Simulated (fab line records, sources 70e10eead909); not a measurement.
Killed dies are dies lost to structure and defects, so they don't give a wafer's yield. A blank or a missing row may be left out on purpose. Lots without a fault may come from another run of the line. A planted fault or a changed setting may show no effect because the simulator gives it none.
Chamber matching | flow nand_harc | NHARC_P_GATE_STRIP_108 on rie_diel-09: 4 sister chambers
The step strips in O2. 4 wafers are shown with their chamber, then 7 later ones without.

WAFERS WITH THEIR CHAMBER
wafer  | chamber | showerhead_plenum_p_Torr (Torr)
L075.4 | 3       | 3.30
L075.6 | 1       | 3.64
L084.3 | 0       | 3.36
L084.4 | 2       | 3.37

WAFERS WITHOUT THEIR CHAMBER
wafer  | showerhead_plenum_p_Torr (Torr)
L084.5 | 3.37
L092.1 | 3.36
L092.2 | 3.30
L092.5 | 3.36
L096.2 | 3.30
L096.3 | 3.63
L096.4 | 3.36

WHICH CHAMBER EACH WENT THROUGH
wafer  | from the rows above | in truth
L084.5 | 2                   | 2
L092.1 | 0                   | 0
L092.2 | 3                   | 3
L092.5 | 0                   | 0
L096.2 | 3                   | 3
L096.3 | 1                   | 1
L096.4 | 0                   | 0
Placed correctly: 7 of 7. Can't be placed from these rows: 0. Placed wrongly: 0.
How it was worked out, from the rows above alone: a wafer's distance from a chamber is the root of the sum, over the readings, of the square of ((its reading less the chamber's mean) divided by the reading's scatter). The wafer belongs to the nearest chamber; if the next one is less than 2 further off, it can't be placed. A chamber's mean is the mean of its shown wafers. The scatter: with one shown wafer a chamber, the root of the mean of the squares of how far each hidden wafer lies from its nearest shown one.
